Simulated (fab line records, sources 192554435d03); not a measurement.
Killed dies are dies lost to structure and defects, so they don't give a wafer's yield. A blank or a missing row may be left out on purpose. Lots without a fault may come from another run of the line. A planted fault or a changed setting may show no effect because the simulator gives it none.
Chamber matching | flow n5_finfet | N5_BEOL_M4_ETCH_64 on rie_diel-04: 4 sister chambers
The step etches SOC in N2/H2, target depth 75 nm, overetch 22.5 nm, time 121.9 s. 22 wafers are shown with their chamber, then 11 later ones without.

WAFERS WITH THEIR CHAMBER
wafer  | chamber | throttle_valve_pct (%) | showerhead_plenum_p_Torr (Torr) | oes_product_au (a.u.)
L075.2 | 0       | 18.08                  | 2.71                            | 0.68
L075.3 | 2       | 17.79                  | 2.68                            | 0.63
L075.6 | 2       | 17.77                  | 2.68                            | 0.64
L076.1 | 1       | 17.51                  | 2.60                            | 0.72
L076.3 | 2       | 17.80                  | 2.67                            | 0.62
L076.6 | 1       | 17.52                  | 2.60                            | 0.73
L078.2 | 1       | 17.50                  | 2.60                            | 0.71
L078.3 | 2       | 17.80                  | 2.67                            | 0.62
L078.5 | 0       | 18.12                  | 2.71                            | 0.66
L081.1 | 2       | 17.79                  | 2.67                            | 0.62
L081.2 | 0       | 18.11                  | 2.71                            | 0.66
L081.4 | 0       | 18.12                  | 2.71                            | 0.66
L079.1 | 1       | 17.52                  | 2.60                            | 0.70
L079.5 | 1       | 17.52                  | 2.60                            | 0.71
L079.6 | 0       | 18.12                  | 2.71                            | 0.66
L082.2 | 0       | 18.13                  | 2.71                            | 0.66
L082.3 | 2       | 17.79                  | 2.67                            | 0.61
L082.4 | 2       | 17.82                  | 2.67                            | 0.62
L084.3 | 0       | 18.12                  | 2.70                            | 0.65
L084.4 | 3       | 17.11                  | 2.72                            | 0.74
L084.6 | 0       | 18.14                  | 2.71                            | 0.66
L085.1 | 3       | 17.15                  | 2.72                            | 0.72

SIGNATURES (means of the wafers above)
reading                  | chamber 0 | chamber 1 | chamber 2 | chamber 3 | scatter within a chamber
throttle_valve_pct       | 18.1175   | 17.5140   | 17.7943   | 17.1300   | 0.0161
showerhead_plenum_p_Torr | 2.7088    | 2.6000    | 2.6729    | 2.7200    | 0.00358
oes_product_au           | 0.6613    | 0.7140    | 0.6229    | 0.7300    | 0.00986
Rule: a wafer's distance from a chamber is the root of the sum, over the readings, of the square of ((its reading less the chamber's mean) divided by the reading's scatter). The wafer belongs to the nearest chamber; if the next one is less than 2 further off, it can't be placed. The scatter: the root of (the sum of the squares of (reading less its chamber's mean) over the shown wafers, divided by (wafers less chambers)).

WAFERS WITHOUT THEIR CHAMBER
wafer  | throttle_valve_pct (%) | showerhead_plenum_p_Torr (Torr) | oes_product_au (a.u.)
L085.3 | 17.84                  | 2.67                            | 0.61
L085.5 | 17.82                  | 2.67                            | 0.61
L088.1 | 17.54                  | 2.59                            | 0.67
L088.4 | 18.14                  | 2.70                            | 0.64
L088.5 | 17.56                  | 2.59                            | 0.67
L092.1 | 17.55                  | 2.59                            | 0.65
L092.2 | 17.83                  | 2.66                            | 0.60
L092.5 | 17.85                  | 2.66                            | 0.60
L094.2 | 18.16                  | 2.70                            | 0.63
L094.3 | 17.84                  | 2.66                            | 0.61
L094.6 | 18.15                  | 2.70                            | 0.63

WHICH CHAMBER EACH WENT THROUGH
wafer  | from the rows above | in truth
L085.3 | 2                   | 2
L085.5 | 2                   | 2
L088.1 | 1                   | 1
L088.4 | 0                   | 0
L088.5 | 1                   | 1
L092.1 | 1                   | 1
L092.2 | 2                   | 2
L092.5 | 2                   | 2
L094.2 | 0                   | 0
L094.3 | 2                   | 2
L094.6 | 0                   | 0
Placed correctly: 11 of 11. Can't be placed from these rows: 0. Placed wrongly: 0.
